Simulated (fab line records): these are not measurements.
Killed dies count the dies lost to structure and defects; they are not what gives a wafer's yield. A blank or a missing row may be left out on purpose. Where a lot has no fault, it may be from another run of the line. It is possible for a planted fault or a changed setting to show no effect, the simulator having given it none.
Split-lot trial || flow n5Finfet || 7 lots, 21 wafers read, on a route of 1938 steps

## THE SPLIT
At N5_BEOL_M8_VIA_ETCH_34 (etches SiCOH lowk in C4F6/O2, target depth 125.5 nm, time 50.5 s), the setting biasW was moved away from the recipe's 185 W on 8 of the 21 wafers read, by -10.4% to +11.0%. All remaining wafers had this setting at the recipe value.

The reading is taken at the split's own step.

## THE READING
rfVppV, in V, at N5_BEOL_M8_VIA_ETCH_34 (etches SiCOH lowk in C4F6/O2, target depth 125.5 nm, time 50.5 s). Fault-free wafers of this fab line usually give 665 V, standard deviation 6.7 V.

{"wafer": "L078.4", "tool, chamber at the split": "rieDiel-01, 3", "biasW as run, W": 205.4, "against the recipe": "+11.0%", "rfVppV, V": 717, "against lot-mates on the recipe": "+48"}
{"wafer": "L078.5", "tool, chamber at the split": "rieDiel-01, 0", "biasW as run, W": 185, "against the recipe": "recipe", "rfVppV, V": 669, "against lot-mates on the recipe": "-"}
{"wafer": "L078.6", "tool, chamber at the split": "rieDiel-01, 3", "biasW as run, W": 205.4, "against the recipe": "+11.0%", "rfVppV, V": 716, "against lot-mates on the recipe": "+47"}
{"wafer": "L080.3", "tool, chamber at the split": "rieDiel-03, 1", "biasW as run, W": 185, "against the recipe": "recipe", "rfVppV, V": 658, "against lot-mates on the recipe": "-"}
{"wafer": "L080.4", "tool, chamber at the split": "rieDiel-03, 2", "biasW as run, W": 185, "against the recipe": "recipe", "rfVppV, V": 666, "against lot-mates on the recipe": "-"}
{"wafer": "L080.5", "tool, chamber at the split": "rieDiel-03, 3", "biasW as run, W": 185, "against the recipe": "recipe", "rfVppV, V": 655, "against lot-mates on the recipe": "-"}
{"wafer": "L081.1", "tool, chamber at the split": "rieDiel-03, 1", "biasW as run, W": 172.3, "against the recipe": "-6.9%", "rfVppV, V": 622, "against lot-mates on the recipe": -53}
{"wafer": "L081.2", "tool, chamber at the split": "rieDiel-03, 0", "biasW as run, W": 172.3, "against the recipe": "-6.9%", "rfVppV, V": 638, "against lot-mates on the recipe": -37}
{"wafer": "L081.5", "tool, chamber at the split": "rieDiel-03, 0", "biasW as run, W": 185, "against the recipe": "recipe", "rfVppV, V": 675, "against lot-mates on the recipe": "-"}
{"wafer": "L084.1", "tool, chamber at the split": "rieDiel-03, 1", "biasW as run, W": 185, "against the recipe": "recipe", "rfVppV, V": 658, "against lot-mates on the recipe": "-"}
{"wafer": "L084.4", "tool, chamber at the split": "rieDiel-03, 2", "biasW as run, W": 185, "against the recipe": "recipe", "rfVppV, V": 667, "against lot-mates on the recipe": "-"}
{"wafer": "L084.5", "tool, chamber at the split": "rieDiel-03, 2", "biasW as run, W": 185, "against the recipe": "recipe", "rfVppV, V": 665, "against lot-mates on the recipe": "-"}
{"wafer": "L093.1", "tool, chamber at the split": "rieDiel-01, 1", "biasW as run, W": 195.3, "against the recipe": "+5.6%", "rfVppV, V": 695, "against lot-mates on the recipe": "+36"}
{"wafer": "L093.3", "tool, chamber at the split": "rieDiel-01, 3", "biasW as run, W": 185, "against the recipe": "recipe", "rfVppV, V": 659, "against lot-mates on the recipe": "-"}
{"wafer": "L093.6", "tool, chamber at the split": "rieDiel-01, 2", "biasW as run, W": 195.3, "against the recipe": "+5.6%", "rfVppV, V": 694, "against lot-mates on the recipe": "+35"}
{"wafer": "L096.3", "tool, chamber at the split": "rieDiel-01, 1", "biasW as run, W": 185, "against the recipe": "recipe", "rfVppV, V": 666, "against lot-mates on the recipe": "-"}
{"wafer": "L096.4", "tool, chamber at the split": "rieDiel-01, 3", "biasW as run, W": 185, "against the recipe": "recipe", "rfVppV, V": 659, "against lot-mates on the recipe": "-"}
{"wafer": "L096.5", "tool, chamber at the split": "rieDiel-01, 3", "biasW as run, W": 185, "against the recipe": "recipe", "rfVppV, V": 661, "against lot-mates on the recipe": "-"}
{"wafer": "L097.1", "tool, chamber at the split": "rieDiel-04, 0", "biasW as run, W": 185, "against the recipe": "recipe", "rfVppV, V": 656, "against lot-mates on the recipe": "-"}
{"wafer": "L097.3", "tool, chamber at the split": "rieDiel-04, 3", "biasW as run, W": 165.7, "against the recipe": "-10.4%", "rfVppV, V": 621, "against lot-mates on the recipe": -35}
{"wafer": "L097.6", "tool, chamber at the split": "rieDiel-04, 3", "biasW as run, W": 165.7, "against the recipe": "-10.4%", "rfVppV, V": 621, "against lot-mates on the recipe": -35}

THE FIT
A straight line over all 21 wafers: rfVppV changes by +4.64 V for each +1% of biasW; r = +0.98; the points scatter about the line by 6 V.
The same after taking each lot's own level away (the mean of its wafers on the recipe; 21 wafers): +4.52 V for each +1%; r = +0.96; scatter 7.8 V.
On that fit, the largest move of biasW shifts the reading by 50 V.
The lots' own levels span 656.0 to 675.0 V, that is 2.8 times the standard deviation above.
The two slopes agree, so the slope changes little with the lot-to-lot level.
Check: +51.3 V against its lot-mates is what the line predicts for one of the wafers moved furthest among these (+11.0%) when that wafer is left out of the fit. Against them it came out at +48 V.
Tool readings at the split's step, against how far the setting was moved: rfVppV r = +0.98.

## THE OTHER SPLITS THESE WAFERS WENT THROUGH
Other splits were also applied to these wafers ahead of the reading. Each is held against what the fit with the lots' levels taken away leaves over:
{"other split on the same wafers": "N5_BEOL_M7_ETCH_41 sourceW", "wafers away from the commonest value": 9, "r with rfVppV (lot level and that fit taken away)": "+0.20"}
{"other split on the same wafers": "N5_BEOL_M8_ETCH_66 sourceW", "wafers away from the commonest value": 7, "r with rfVppV (lot level and that fit taken away)": -0.20}

## THE WHOLE CHAIN: every reading that the file lists as answering this split, in the file's order
{"step": "N5_BEOL_M8_VIA_ETCH_34", "what it does": "etches SiCOH lowk in C4F6/O2, target depth 125.5 nm, time 50.5 s", "reading": "rfVppV", "change (the file's fit)": "+4.54 V for each +1% of the setting", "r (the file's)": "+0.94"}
{"step": "N5_BEOL_M8_VIA_ETCH_34", "what it does": "etches SiCOH lowk in C4F6/O2, target depth 125.5 nm, time 50.5 s", "reading": "etch.depthNm (the simulator's own value, which no gauge read)", "change (the file's fit)": "+0.566 nm for each +1% of the setting", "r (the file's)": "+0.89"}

## THE FILE'S OWN FIT
rfVppV changes by +4.54 V for each +1% of biasW, r = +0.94.
